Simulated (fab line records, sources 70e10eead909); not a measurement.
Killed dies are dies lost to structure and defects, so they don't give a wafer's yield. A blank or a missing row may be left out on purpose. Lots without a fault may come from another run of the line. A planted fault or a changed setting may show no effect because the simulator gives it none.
fab line records | flow nand_harc
record lots=24 wafers=72 last_day=33
route steps=1302 shown A_CONTACT@1007
lots that met no fault: from a run of the same line without faults
start_h: hours from the record's first day to the start of the lot's first wafer shown | wait_h: hours since the lot's step before | " the same as in the row above | L1.1+2: a row that stands for several wafers | - no value, or no start given | * or withheld: withheld | < > ~ a bound
route shown NAME@n: a module of which the file shows steps, and the number in the route of the first | usual: mean/standard deviation of fault-free wafers | same: alike in all rows | chamber/n: place in a boat | sites: the reading at each site | _std_site: their standard deviation | _edge_site: outer sites' mean less inner sites' | radius_mm: how far each site lies from the wafer's centre | mask NAME#n: copy n | behind: the tool/chamber that last shaped the wafer | hold: why the lot was held/for how many hours/how that ended | device: the transistor (n, p or np) that didn't switch | end of line: the same wafers' tests at the end of the route | a step without rows: its recipe alone | killed: dies lost to structure and defects at the first sort, not the wafer's yield | map: a wafer's dies, x killed, . not, _ none there
set.NAME: the setting as run; set.NAME@STEP: as run at that earlier step | model.NAME: the simulator's own value behind a step, which no gauge read
steps of the route over a sample of lots; a table a step, a row a wafer
services: from which hour (start_h, from the record's first day; less than 0 if before it) a tool's chamber was out of use, for how many hours, and why
## steps
# step NHARC_A_CONTACT_ETCH_113
# recipe source_w=withheld pressure_mtorr=20 bias_v=3000 time_s=190 target_depth_a=18500 ar_flow_sccm=withheld c4f8_flow_sccm=withheld o2_flow_sccm=withheld chemistry=C4F8/O2/Ar
# columns lot.wafer tool chamber start_h wait_h rf_hours_counter_h
L074.1 har_cap_etch-02 0 505.97 0.1 84
L074.2 " 1 " " 84
L074.5 " 1 " " -
L075.2 har_cap_etch-03 1 507.46 0.1 42
L075.3 " 1 " " -
L075.5 " 0 " " -
L076.3 har_cap_etch-02 0 509.93 0.1 -
L076.5 " 0 " " -
L076.6 " 1 " " -
L077.4 har_cap_etch-03 0 523.82 0.1 -
L077.3 " 1 " " -
L077.5 " 0 " " -
L078.2 har_cap_etch-03 1 555.01 0.1 50
L078.3 " 0 " " -
L078.5 " 0 " " -
L079.1 har_cap_etch-01 0 558.50 0.1 5
L079.4 " 0 " " -
L079.6 " 1 " " -
L081.2 har_cap_etch-03 1 565.43 0.2 52
L081.1 " 0 " " 52
L081.3 " 1 " " -
L080.2 har_cap_etch-02 0 569.69 0.1 93
L080.4 " 1 " " -
L080.6 " 1 " " -
L082.1 har_cap_etch-01 1 570.20 0.1 9
L082.3 " 0 " " -
L082.6 " 1 " " -
L086.1 har_cap_etch-03 1 588.92 0.1 58
L086.2 " 0 " " 58
L086.5 " 0 " " -
L083.3 har_cap_etch-01 0 590.24 0.1 -
L083.4 " 1 " " -
L083.5 " 0 " " -
L084.2 har_cap_etch-02 1 595.83 0.1 101
L084.5 " 1 " " -
L084.6 " 0 " " -
L085.1 har_cap_etch-01 0 596.19 0.1 17
L085.3 " 0 " " -
L085.6 " 1 " " -
L087.4 har_cap_etch-01 0 613.66 0.1 -
L087.6 " 0 " " -
L087.5 " 1 " " -
L088.2 har_cap_etch-02 1 646.58 0.1 108
L088.5 " 0 " " -
L088.6 " 1 " " -
L089.2 har_cap_etch-01 1 646.71 0.1 25
L089.1 " 0 " " 25
L089.3 " 1 " " -
L090.1 har_cap_etch-03 1 649.93 0.1 69
L090.4 " 0 " " -
L090.5 " 0 " " -
L092.1 har_cap_etch-01 0 685.36 0.1 30
L092.5 " 0 " " -
L092.6 " 1 " " -
L091.2 har_cap_etch-02 1 685.57 0.1 113
L091.4 " 0 " " -
L091.5 " 1 " " -
L093.2 har_cap_etch-03 1 693.94 0.1 74
L093.1 " 0 " " 74
L093.5 " 1 " " -
L094.2 har_cap_etch-02 1 699.64 0.1 115
L094.1 " 0 " " 115
L094.5 " 0 " " -
L095.1 har_cap_etch-03 1 700.06 0.1 77
L095.2 " 0 " " 77
L095.5 " 0 " " -
L097.1 har_cap_etch-03 0 715.06 0.1 82
L097.3 " 0 " " -
L097.6 " 1 " " -
L096.3 har_cap_etch-03 1 720.13 0.1 -
L096.5 " 1 " " -
L096.6 " 0 " " -
# step NHARC_A_CONTACT_ETCH_116
# recipe source_w=withheld pressure_mtorr=20 bias_v=3000 time_s=190 target_depth_a=18500 ar_flow_sccm=withheld c4f8_flow_sccm=withheld o2_flow_sccm=withheld chemistry=C4F8/O2/Ar
# columns lot.wafer tool chamber start_h wait_h rf_hours_counter_h
L074.1 har_cap_etch-02 0 506.48 0.1 84
L074.2 " 1 " " 84
L074.5 " 1 " " -
L075.2 har_cap_etch-03 1 507.97 0.1 42
L075.3 " 1 " " -
L075.5 " 0 " " -
L076.3 har_cap_etch-02 0 510.44 0.1 -
L076.5 " 0 " " -
L076.6 " 1 " " -
L077.4 har_cap_etch-03 0 524.33 0.1 -
L077.3 " 1 " " -
L077.5 " 0 " " -
L078.2 har_cap_etch-03 1 555.53 0.1 50
L078.3 " 0 " " -
L078.5 " 0 " " -
L079.1 har_cap_etch-01 0 559.01 0.1 6
L079.4 " 0 " " -
L079.6 " 1 " " -
L081.2 har_cap_etch-03 1 566.11 0.2 52
L081.1 " 0 " " 52
L081.3 " 1 " " -
L080.2 har_cap_etch-02 0 570.20 0.1 93
L080.4 " 1 " " -
L080.6 " 1 " " -
L082.1 har_cap_etch-01 1 570.72 0.1 10
L082.3 " 0 " " -
L082.6 " 1 " " -
L086.1 har_cap_etch-03 1 589.43 0.1 58
L086.2 " 0 " " 58
L086.5 " 0 " " -
L083.3 har_cap_etch-01 0 590.75 0.1 -
L083.4 " 1 " " -
L083.5 " 0 " " -
L084.2 har_cap_etch-02 1 596.34 0.1 102
L084.5 " 1 " " -
L084.6 " 0 " " -
L085.1 har_cap_etch-01 0 596.70 0.1 17
L085.3 " 0 " " -
L085.6 " 1 " " -
L087.4 har_cap_etch-01 0 614.17 0.1 -
L087.6 " 0 " " -
L087.5 " 1 " " -
L088.2 har_cap_etch-02 1 647.10 0.2 108
L088.5 " 0 " " -
L088.6 " 1 " " -
L089.2 har_cap_etch-01 1 647.23 0.1 26
L089.1 " 0 " " 26
L089.3 " 1 " " -
L090.1 har_cap_etch-03 1 650.44 0.1 69
L090.4 " 0 " " -
L090.5 " 0 " " -
L092.1 har_cap_etch-01 0 685.87 0.1 31
L092.5 " 0 " " -
L092.6 " 1 " " -
L091.2 har_cap_etch-02 1 686.08 0.1 114
L091.4 " 0 " " -
L091.5 " 1 " " -
L093.2 har_cap_etch-03 1 694.45 0.1 75
L093.1 " 0 " " 75
L093.5 " 1 " " -
L094.2 har_cap_etch-02 1 700.27 0.2 116
L094.1 " 0 " " 116
L094.5 " 0 " " -
L095.1 har_cap_etch-03 1 700.57 0.1 77
L095.2 " 0 " " 77
L095.5 " 0 " " -
L097.1 har_cap_etch-03 0 715.56 0.1 82
L097.3 " 0 " " -
L097.6 " 1 " " -
L096.3 har_cap_etch-03 1 720.64 0.1 -
L096.5 " 1 " " -
L096.6 " 0 " " -
# step NHARC_A_CONTACT_ETCH_91
# recipe target_depth_a=400 over_etch_frac=0.5 time_s=85.7 ion_energy_ev=120 ch3f_flow_sccm=50 o2_flow_sccm=30 ar_flow_sccm=200 rf_w=500 bias_w=100 chemistry=CH3F/O2
# usual ch3f_flow_sccm=50.02/0.15 drypump_motor_current_A=5.7/0.41 oes_product_au=0.935/0.023 rf_vpp_V=243.5/1.8 showerhead_plenum_p_Torr=2.39/0.11 throttle_valve_pct=20.662/0.0093
# columns lot.wafer tool chamber start_h wait_h ch3f_flow_sccm drypump_motor_current_A oes_product_au rf_hours_counter_h rf_vpp_V showerhead_plenum_p_Torr throttle_valve_pct
L074.1 rie_diel-09 3 517.88 0.6 50.11 6.2 0.931 2 241.6 2.31 20.648
L074.2 " 1 " " 49.95 5.6 0.922 2 242.3 2.28 20.653
L074.5 " 3 " " 50.13 6.2 0.928 - 243.6 2.31 20.667
L075.3 rie_diel-08 2 521.15 0.6 50.06 5.9 0.922 48 243.3 2.42 20.667
L075.2 " 3 " " 49.82 6.1 0.941 45 241.2 2.31 20.666
L075.5 " 1 " " 50.21 4.8 0.919 - 244.0 2.40 20.657
L076.3 rie_diel-11 2 524.33 0.5 49.97 6.4 0.933 34 242.4 2.34 20.653
L076.5 " 2 " " 50.07 6.4 0.937 - 241.8 2.34 20.666
L076.6 " 3 " " 50.12 5.8 0.948 - 244.1 2.38 20.661
L077.4 rie_diel-09 3 535.91 0.6 49.90 6.2 0.928 5 241.7 2.30 20.663
L077.3 " 1 " " 50.23 5.7 0.913 6 244.9 2.28 20.669
L077.5 " 3 " " 49.96 6.2 0.934 - 243.0 2.30 20.670
L078.3 rie_diel-11 1 567.74 0.5 49.82 5.8 0.919 43 243.4 2.39 20.659
L078.2 " 2 " " 49.87 6.4 0.922 50 243.9 2.33 20.675
L078.5 " 1 " " 50.04 5.8 0.926 - 244.6 2.39 20.668
L079.4 rie_diel-11 0 578.19 0.6 49.92 5.5 0.933 47 244.5 2.44 20.656
L079.1 " 1 " " 50.02 5.8 0.922 46 245.5 2.39 20.675
L079.6 " 3 " " 49.91 5.9 0.921 - 241.2 2.37 20.671
L081.2 rie_diel-11 3 580.95 0.7 49.87 5.9 0.922 50 243.2 2.37 20.665
L081.3 " 0 " " 49.87 5.5 0.920 48 244.0 2.44 20.663
L081.1 " 1 " " 50.08 5.8 0.922 46 244.2 2.39 20.663
L080.2 rie_diel-11 3 581.88 0.6 49.88 5.8 0.922 50 243.8 2.37 20.672
L080.4 " 0 " " 49.87 5.5 0.920 48 245.0 2.44 20.646
L080.6 " 3 " " 49.72 5.8 0.929 - 242.3 2.37 20.654
L082.3 rie_diel-09 2 583.84 0.6 49.99 5.6 0.933 13 242.5 2.29 20.658
L082.1 " 0 " " 50.23 5.3 0.933 15 246.6 2.59 20.673
L082.6 " 3 " " 50.16 6.2 0.909 - 243.4 2.30 20.663
L086.2 rie_diel-09 1 600.83 0.7 49.96 5.7 0.928 21 241.0 2.27 20.659
L086.1 " 2 " " 49.98 5.6 0.933 16 243.4 2.29 20.656
L086.5 " 1 " " 49.69 5.7 0.917 - 242.4 2.27 20.659
L083.3 rie_diel-08 1 602.26 0.6 49.95 4.8 0.984 15 242.7 2.39 20.663
L083.4 " 2 " " 50.33 5.9 0.994 16 243.2 2.40 20.653
L083.5 " 0 " " 50.30 5.3 1.003 - 243.7 2.43 20.659
L084.2 rie_diel-08 2 610.51 0.7 50.06 5.9 0.924 17 244.7 2.40 20.650
L084.5 " 1 " " 49.91 4.8 0.917 - 241.6 2.39 20.651
L084.6 " 2 " " 50.06 5.9 0.911 - 243.9 2.40 20.658
L085.1 rie_diel-08 1 611.14 0.7 50.00 4.8 0.928 17 242.3 2.39 20.656
L085.3 " 2 " " 49.99 5.9 0.934 17 245.1 2.40 20.661
L085.6 " 1 " " 50.08 4.8 0.909 - 245.1 2.39 20.658
L087.4 rie_diel-09 3 627.35 0.6 49.94 6.2 0.941 22 241.3 2.30 20.652
L087.6 " 3 " " 49.98 6.2 0.937 - 242.6 2.30 20.663
L087.5 " 0 " " 49.83 5.3 0.940 - 247.0 2.58 20.680
L089.3 rie_diel-09 2 658.70 0.5 50.25 5.7 0.937 24 243.1 2.28 20.662
L089.2 " 3 " " 50.06 6.2 0.911 25 242.4 2.30 20.657
L089.1 " 1 " " 50.02 5.7 0.926 29 241.4 2.27 20.652
L088.2 rie_diel-11 2 659.97 0.8 50.28 6.4 0.954 15 241.0 2.32 20.658
L088.5 " 3 " " 50.14 5.9 0.941 - 242.2 2.36 20.651
L088.6 " 0 " " 49.80 5.5 0.920 - 243.9 2.44 20.671
L090.4 rie_diel-09 0 662.54 0.6 50.17 5.3 0.951 29 246.2 2.58 20.661
L090.1 " 3 " " 49.89 6.2 0.956 26 243.3 2.30 20.658
L090.5 " 1 " " 50.06 5.7 0.944 - 242.1 2.27 20.678
L092.1 rie_diel-09 1 700.95 0.8 49.72 5.7 0.919 3 246.4 2.66 20.663
L092.6 " 1 " " 50.24 5.7 0.918 - 247.2 2.66 20.641
L092.5 " 2 " " 49.89 5.6 0.932 - 241.3 2.28 20.659
L091.2 rie_diel-09 2 704.05 0.7 50.16 5.6 0.925 3 240.5 2.28 20.662
L091.4 " 0 " " 49.91 5.3 0.917 3 246.3 2.58 20.664
L091.5 " 2 " " 50.02 5.6 0.922 - 242.3 2.28 20.666
L093.1 rie_diel-08 0 710.24 0.6 50.14 5.3 0.953 52 244.0 2.42 20.669
L093.2 " 2 " " 49.98 5.9 0.939 45 243.8 2.39 20.651
L093.5 " 0 " " 50.15 5.3 0.941 - 243.5 2.42 20.662
L095.1 rie_diel-11 3 713.10 0.8 49.91 5.9 0.932 31 241.6 2.35 20.663
L095.2 " 1 " " 49.64 5.8 0.936 34 244.4 2.37 20.661
L095.5 " 2 " " 50.10 6.4 0.943 - 242.2 2.31 20.668
L094.1 rie_diel-09 2 715.93 0.6 50.21 5.6 0.923 6 241.7 2.28 20.652
L094.2 " 3 " " 49.73 6.2 0.919 5 242.7 2.29 20.680
L094.5 " 3 " " 50.08 6.2 0.928 - 244.1 2.29 20.677
L097.3 rie_diel-09 0 728.39 0.6 50.15 5.3 0.924 8 246.8 2.58 20.675
L097.1 " 1 " " 50.08 5.7 0.932 7 248.8 2.66 20.651
L097.6 " 3 " " 50.07 6.2 0.917 - 242.3 2.29 20.660
L096.3 rie_diel-08 1 732.43 0.6 50.06 4.8 1.010 0 243.7 2.38 20.657
L096.6 " 2 " " 50.05 5.9 1.006 - 243.0 2.39 20.682
L096.5 " 3 " " 49.96 6.1 0.999 - 247.1 2.66 20.662
# step NHARC_A_CONTACT_ETCH_89
# recipe target_depth_a=2600 over_etch_frac=0.3 time_s=475.3 ion_energy_ev=200 n2_flow_sccm=150 h2_flow_sccm=150 ar_flow_sccm=0 rf_w=400 bias_w=150 chemistry=N2/H2
# usual drypump_motor_current_A=5.7/0.4 n2_flow_sccm=150.0/0.42 oes_product_au=1.001/0.01 rf_vpp_V=429/3 showerhead_plenum_p_Torr=1.97/0.1 throttle_valve_pct=14.170/0.0095
# columns lot.wafer tool chamber start_h wait_h drypump_motor_current_A n2_flow_sccm oes_product_au rf_hours_counter_h rf_vpp_V showerhead_plenum_p_Torr throttle_valve_pct
L074.1 rie_diel-09 0 - - 5.3 150.1 1.003 2 433 2.16 14.166
L074.2 " 2 " " 5.6 150.8 1.003 3 426 1.89 14.156
L074.5 " 3 " " 6.2 150.0 1.003 - 426 1.90 14.184
L075.2 rie_diel-09 3 - - 6.2 150.0 0.994 3 427 1.90 14.168
L075.3 " 0 " " 5.3 150.1 0.993 3 434 2.16 14.168
L075.5 " 1 " " 5.7 149.5 0.977 - 427 1.88 14.167
L076.3 rie_diel-09 1 - - 5.6 150.2 0.998 4 426 1.88 14.183
L076.5 " 2 " " 5.6 150.4 1.019 - 427 1.89 14.170
L076.6 " 3 " " 6.2 150.6 1.012 - 427 1.90 14.175
L077.3 rie_diel-09 1 - - 5.7 148.9 0.998 6 426 1.88 14.167
L077.4 " 3 " " 6.2 150.2 1.001 5 428 1.90 14.171
L077.5 " 2 " " 5.7 149.9 0.994 - 426 1.89 14.174
L078.3 rie_diel-08 3 - - 6.1 150.1 1.000 4 426 1.90 14.164
L078.2 " 2 " " 5.9 150.5 0.997 3 428 2.00 14.157
L078.5 " 0 " " 5.3 149.7 1.024 - 431 2.02 14.173
L079.4 rie_diel-09 0 - - 5.3 150.5 0.994 15 434 2.15 14.150
L079.1 " 2 " " 5.6 150.1 0.999 12 426 1.89 14.172
L079.6 " 0 " " 5.3 150.3 0.992 - 435 2.15 14.177
L081.2 rie_diel-09 1 - - 5.7 149.8 1.000 16 426 1.88 14.165
L081.1 " 3 " " 6.2 149.2 0.995 13 426 1.90 14.165
L081.3 " 0 " " 5.3 150.3 0.995 16 434 2.15 14.159
L080.2 rie_diel-11 1 - - 5.8 150.1 0.999 50 429 1.98 14.170
L080.4 " 3 " " 5.9 150.2 1.010 55 429 1.96 14.173
L080.6 " 1 " " 5.8 150.1 1.001 - 429 1.98 14.177
L082.1 rie_diel-08 2 - - 5.9 150.4 1.000 12 431 1.99 14.174
L082.3 " 1 " " 4.8 150.2 0.989 11 429 1.98 14.158
L082.6 " 3 " " 6.1 149.8 0.987 - 427 1.90 14.180
L086.1 rie_diel-11 1 - - 5.9 150.8 0.996 56 429 1.98 14.159
L086.2 " 3 " " 5.9 150.6 0.997 61 428 1.96 14.176
L086.5 " 1 " " 5.9 150.3 0.987 - 429 1.98 14.180
L083.3 rie_diel-08 2 - - 5.9 151.0 0.990 18 429 1.99 14.171
L083.4 " 0 " " 5.3 149.2 1.014 17 431 2.01 14.168
L083.5 " 2 " " 5.9 149.8 1.003 - 430 1.99 14.161
L084.2 rie_diel-11 0 - - 5.5 150.7 0.990 0 429 2.02 14.170
L084.5 " 1 " " 5.8 149.9 1.009 - 430 1.98 14.187
L084.6 " 2 " " 6.4 149.9 1.019 - 428 1.92 14.173
L085.1 rie_diel-09 1 - - 5.7 150.0 0.999 24 426 1.88 14.156
L085.3 " 3 " " 6.2 149.9 1.008 20 424 1.90 14.179
L085.6 " 1 " " 5.7 149.9 0.986 - 427 1.88 14.166
L087.4 rie_diel-09 1 - - 5.7 149.8 0.996 26 426 1.88 14.194
L087.6 " 2 " " 5.6 150.2 1.019 - 427 1.89 14.170
L087.5 " 3 " " 6.2 150.3 0.997 - 425 1.90 14.168
L089.2 rie_diel-11 2 - - 6.4 149.5 1.011 16 426 1.92 14.184
L089.3 " 3 " " 5.9 149.3 1.001 15 428 1.95 14.164
L089.1 " 1 " " 5.8 150.5 0.997 17 430 1.97 14.175
L088.2 rie_diel-09 3 - - 6.2 149.9 1.000 26 427 1.90 14.178
L088.6 " 2 " " 5.7 150.0 1.017 - 426 1.89 14.174
L088.5 " 3 " " 6.2 150.0 0.996 - 426 1.90 14.180
L090.1 rie_diel-11 1 - - 5.8 149.5 1.012 18 430 1.97 14.177
L090.4 " 0 " " 5.5 150.6 0.994 13 430 2.02 14.165
L090.5 " 1 " " 5.8 149.5 1.009 - 429 1.97 14.185
L092.1 rie_diel-09 3 - - 6.2 150.0 0.983 3 426 1.90 14.163
L092.5 " 0 " " 5.3 150.0 0.989 - 433 2.15 14.167
L092.6 " 1 " " 5.7 150.2 0.998 - 437 2.22 14.166
L091.4 rie_diel-08 0 - - 5.3 150.0 1.010 51 431 2.00 14.170
L091.2 " 2 " " 5.9 150.0 0.990 45 429 1.98 14.161
L091.5 " 0 " " 5.3 150.0 0.999 - 428 2.00 14.164
L093.1 rie_diel-08 1 - - 4.8 149.7 0.998 52 428 1.97 14.156
L093.2 " 0 " " 5.3 149.5 1.015 54 430 2.00 14.163
L093.5 " 2 " " 5.9 149.9 1.010 - 429 1.98 14.151
L095.2 rie_diel-09 1 - - 5.7 150.8 0.986 6 435 2.22 14.176
L095.1 " 0 " " 5.3 149.6 0.981 5 432 2.15 14.176
L095.5 " 1 " " 5.7 149.8 0.992 - 434 2.22 14.170
L094.2 rie_diel-09 2 - - 5.6 149.7 1.010 7 425 1.88 14.157
L094.1 " 3 " " 6.2 150.3 0.999 6 426 1.89 14.164
L094.5 " 3 " " 6.2 149.9 0.989 - 426 1.89 14.188
L097.3 rie_diel-08 1 - - 4.8 150.1 1.015 1 430 1.97 14.171
L097.1 " 2 " " 5.9 149.9 1.000 1 428 1.98 14.166
L097.6 " 1 " " 4.8 150.4 1.018 - 427 1.97 14.176
L096.3 rie_diel-09 2 - - 5.7 150.0 1.003 11 426 1.88 14.179
L096.6 " 1 " " 5.7 150.1 1.000 - 435 2.21 14.164
L096.5 " 2 " " 5.7 149.7 0.998 - 425 1.88 14.176
# step NHARC_A_CONTACT_ETCH_31
# recipe target_depth_a=28000 over_etch_frac=0.3 time_s=728 ion_energy_ev=150 o2_flow_sccm=400 cos_flow_sccm=20 ar_flow_sccm=0 rf_w=500 bias_w=300 chemistry=O2/COS
# usual drypump_motor_current_A=5.7/0.4 oes_product_au=0.999/0.0096 rf_vpp_V=312.8/2.3 showerhead_plenum_p_Torr=3.03/0.15 throttle_valve_pct=28.330/0.0092
# columns lot.wafer tool chamber start_h wait_h drypump_motor_current_A oes_product_au rf_hours_counter_h rf_vpp_V showerhead_plenum_p_Torr throttle_valve_pct
L074.1 rie_diel-09 0 - - 5.3 1.000 3 316.5 3.29 28.340
L074.2 " 3 " " 6.2 1.010 3 312.6 2.93 28.330
L074.5 " 1 " " 5.7 1.005 - 311.1 2.90 28.341
L075.3 rie_diel-09 3 - - 6.2 0.999 3 311.7 2.93 28.334
L075.2 " 1 " " 5.6 0.994 4 310.2 2.90 28.332
L075.5 " 0 " " 5.3 1.005 - 317.0 3.29 28.333
L076.3 rie_diel-09 1 - - 5.7 0.985 4 310.6 2.90 28.349
L076.5 " 0 " " 5.3 1.007 - 315.8 3.29 28.353
L076.6 " 1 " " 5.7 0.999 - 311.1 2.90 28.345
L077.3 rie_diel-09 0 - - 5.3 0.999 6 315.0 3.29 28.332
L077.4 " 3 " " 6.2 0.994 6 310.4 2.93 28.328
L077.5 " 1 " " 5.7 0.988 - 310.5 2.90 28.322
L078.2 rie_diel-08 2 - - 6.0 1.003 4 314.9 3.06 28.339
L078.3 " 0 " " 5.3 1.016 5 313.7 3.09 28.310
L078.5 " 2 " " 6.0 0.990 - 313.3 3.06 28.332
L079.4 rie_diel-09 1 - - 5.7 0.992 15 310.3 2.90 28.328
L079.1 " 2 " " 5.7 1.000 13 311.3 2.91 28.318
L079.6 " 2 " " 5.6 1.010 - 311.7 2.91 28.326
L081.3 rie_diel-09 3 - - 6.2 0.987 13 311.2 2.93 28.337
L081.2 " 0 " " 5.3 1.000 16 317.2 3.28 28.331
L081.1 " 1 " " 5.7 0.997 16 310.8 2.89 28.339
L080.2 rie_diel-11 3 - - 5.9 0.997 56 312.0 3.01 28.330
L080.4 " 0 " " 5.5 0.999 52 312.6 3.10 28.317
L080.6 " 2 " " 6.4 0.998 - 311.4 2.96 28.336
L082.1 rie_diel-08 3 - - 6.1 1.004 15 312.3 2.92 28.328
L082.3 " 1 " " 4.8 0.997 11 312.9 3.04 28.314
L082.6 " 2 " " 5.9 1.000 - 312.6 3.06 28.321
L086.1 rie_diel-09 3 - - 6.2 0.993 19 312.0 2.92 28.329
L086.2 " 0 " " 5.3 0.999 22 315.4 3.28 28.334
L086.5 " 2 " " 5.6 1.023 - 311.7 2.91 28.331
L083.3 rie_diel-08 0 - - 5.3 1.017 18 313.0 3.09 28.334
L083.4 " 1 " " 4.8 0.997 17 312.9 3.04 28.323
L083.5 " 3 " " 6.1 0.993 - 311.2 2.92 28.315
L084.2 rie_diel-11 0 - - 5.5 0.980 0 313.3 3.10 28.331
L084.6 " 1 " " 5.9 0.992 - 314.6 3.03 28.320
L084.5 " 2 " " 6.4 1.014 - 309.1 2.95 28.324
L085.3 rie_diel-09 2 - - 5.7 1.018 18 312.2 2.91 28.348
L085.1 " 3 " " 6.2 0.989 21 313.3 2.92 28.325
L085.6 " 2 " " 5.6 1.008 - 310.8 2.91 28.325
L087.4 rie_diel-09 1 - - 5.7 0.989 26 310.9 2.89 28.348
L087.6 " 0 " " 5.3 0.995 - 315.7 3.28 28.330
L087.5 " 1 " " 5.7 0.987 - 309.9 2.89 28.334
L089.3 rie_diel-11 2 - - 6.4 1.022 16 312.8 2.95 28.318
L089.1 " 3 " " 5.9 1.003 16 312.2 3.00 28.316
L089.2 " 0 " " 5.5 0.991 12 314.6 3.09 28.330
L088.2 rie_diel-09 2 - - 5.6 1.011 25 309.4 2.91 28.313
L088.6 " 0 " " 5.3 0.999 - 316.6 3.28 28.322
L088.5 " 1 " " 5.7 0.992 - 309.6 2.89 28.343
L090.1 rie_diel-11 2 - - 6.4 1.012 17 311.2 2.95 28.328
L090.4 " 0 " " 5.5 0.994 13 312.8 3.09 28.329
L090.5 " 1 " " 5.8 1.003 - 313.6 3.02 28.343
L092.1 rie_diel-09 2 - - 5.6 0.994 3 311.0 2.90 28.339
L092.6 " 3 " " 6.2 0.996 - 311.5 2.92 28.346
L092.5 " 0 " " 5.3 0.997 - 317.2 3.27 28.329
L091.2 rie_diel-08 0 - - 5.3 1.016 52 314.5 3.07 28.319
L091.4 " 1 " " 4.8 0.999 49 313.7 3.03 28.322
L091.5 " 2 " " 5.9 1.001 - 312.2 3.04 28.335
L093.2 rie_diel-08 3 - - 6.2 0.997 54 310.7 2.90 28.316
L093.1 " 1 " " 4.8 1.002 52 311.7 3.02 28.331
L093.5 " 3 " " 6.2 0.991 - 311.1 2.90 28.332
L095.1 rie_diel-09 3 - - 6.2 0.997 6 311.2 2.92 28.343
L095.2 " 0 " " 5.3 0.982 6 317.5 3.27 28.332
L095.5 " 0 " " 5.3 0.998 - 315.5 3.27 28.334
L094.2 rie_diel-09 0 - - 5.3 0.986 7 316.2 3.27 28.320
L094.1 " 3 " " 6.2 0.996 7 311.8 2.92 28.329
L094.5 " 2 " " 5.6 0.995 - 309.5 2.90 28.336
L097.1 rie_diel-08 1 - - 4.8 1.003 1 312.5 3.02 28.331
L097.3 " 2 " " 5.9 1.007 1 312.8 3.04 28.332
L097.6 " 0 " " 5.3 1.016 - 312.6 3.07 28.333
L096.3 rie_diel-09 3 - - 6.2 0.979 11 310.5 2.92 28.336
L096.6 " 1 " " 5.7 1.013 - 317.7 3.37 28.329
L096.5 " 2 " " 5.6 1.008 - 309.7 2.90 28.319
# step NHARC_A_CONTACT_ETCH_138
# recipe source_w=withheld pressure_mtorr=20 bias_v=1200 time_s=311 target_depth_a=19140 ar_flow_sccm=withheld c4f8_flow_sccm=withheld o2_flow_sccm=withheld chemistry=C4F8/O2/Ar
# columns lot.wafer tool chamber start_h wait_h rf_hours_counter_h
L074.2 har_cap_etch-01 0 530.18 0.2 3
L074.1 " 1 " " 3
L074.5 " 1 " " -
L075.2 har_cap_etch-02 0 530.59 0.2 91
L075.3 " 0 " " -
L075.5 " 0 " " -
L076.3 har_cap_etch-03 0 532.37 0.2 -
L076.6 " 1 " " -
L076.5 " 0 " " -
L077.3 har_cap_etch-02 1 542.80 0.2 -
L077.4 " 0 " " -
L077.5 " 0 " " -
L078.2 har_cap_etch-02 0 576.85 0.2 96
L078.3 " 1 " " -
L078.5 " 1 " " -
L079.1 har_cap_etch-01 0 584.18 0.2 14
L079.4 " 1 " " -
L079.6 " 0 " " -
L081.2 har_cap_etch-02 0 588.26 0.2 99
L081.1 " 1 " " 99
L081.3 " 1 " " -
L080.2 har_cap_etch-02 0 590.81 0.2 100
L080.4 " 1 " " -
L080.6 " 1 " " -
L082.1 har_cap_etch-03 1 592.22 0.2 61
L082.3 " 0 " " -
L082.6 " 1 " " -
L086.1 har_cap_etch-02 0 611.20 0.2 106
L086.2 " 1 " " 106
L086.5 " 1 " " -
L083.4 har_cap_etch-03 0 615.47 0.2 -
L083.3 " 1 " " -
L083.5 " 0 " " -
L084.2 har_cap_etch-02 1 621.14 0.2 107
L084.6 " 0 " " -
L084.5 " 1 " " -
L085.1 har_cap_etch-03 1 621.46 0.2 67
L085.3 " 1 " " -
L085.6 " 1 " " -
L087.4 har_cap_etch-03 1 633.45 0.2 -
L087.6 " 1 " " -
L087.5 " 0 " " -
L089.2 har_cap_etch-01 0 665.24 0.3 30
L089.1 " 1 " " 30
L089.3 " 0 " " -
L088.2 har_cap_etch-02 0 666.16 0.2 112
L088.5 " 1 " " -
L088.6 " 0 " " -
L090.1 har_cap_etch-03 1 668.84 0.3 74
L090.4 " 1 " " -
L090.5 " 1 " " -
L092.1 har_cap_etch-03 1 707.26 0.2 80
L092.5 " 1 " " -
L092.6 " 0 " " -
L091.2 har_cap_etch-03 0 711.00 0.2 81
L091.4 " 1 " " -
L091.5 " 1 " " -
L093.2 har_cap_etch-01 1 716.72 0.3 39
L093.1 " 0 " " 39
L093.5 " 1 " " -
L095.1 har_cap_etch-02 1 719.50 0.2 122
L095.2 " 0 " " 122
L095.5 " 1 " " -
L094.2 har_cap_etch-01 1 723.57 0.3 40
L094.1 " 0 " " 40
L094.5 " 1 " " -
L097.1 har_cap_etch-01 1 735.28 0.2 41
L097.3 " 1 " " -
L097.6 " 0 " " -
L096.3 har_cap_etch-03 1 738.84 0.2 -
L096.6 " 0 " " -
L096.5 " 1 " " -
## services
# columns tool chamber start_h hours kind
rie_diel-11 1 496.97 9.3 repair
rie_diel-09 - 497.19 9.0 pm
rie_diel-09 0 497.19 9.0 vent_cycle
rie_diel-09 1 497.19 9.0 vent_cycle
rie_diel-09 2 497.19 9.0 vent_cycle
rie_diel-09 3 497.19 9.0 vent_cycle
har_cap_etch-01 - 498.98 17.0 pm
rie_diel-08 - 545.68 9.0 pm
har_cap_etch-02 - 561.56 3.9 repair
rie_diel-09 2 583.96 4.6 repair
har_cap_etch-03 - 593.66 1.3 repair
rie_diel-11 - 609.52 9.0 pm
rie_diel-11 0 620.33 3.0 repair
har_cap_etch-02 - 632.06 0.4 repair
rie_diel-09 3 633.77 4.6 repair
rie_diel-08 2 641.14 14.9 repair
rie_diel-11 3 653.03 5.0 repair
rie_diel-11 0 654.31 4.5 repair
rie_diel-11 - 661.24 0.3 repair
rie_diel-09 - 674.19 9.0 pm
rie_diel-11 2 701.72 3.3 repair
rie_diel-11 0 707.98 13.4 repair
rie_diel-09 1 717.57 6.1 repair
rie_diel-08 - 722.70 9.0 pm
## key
fault none
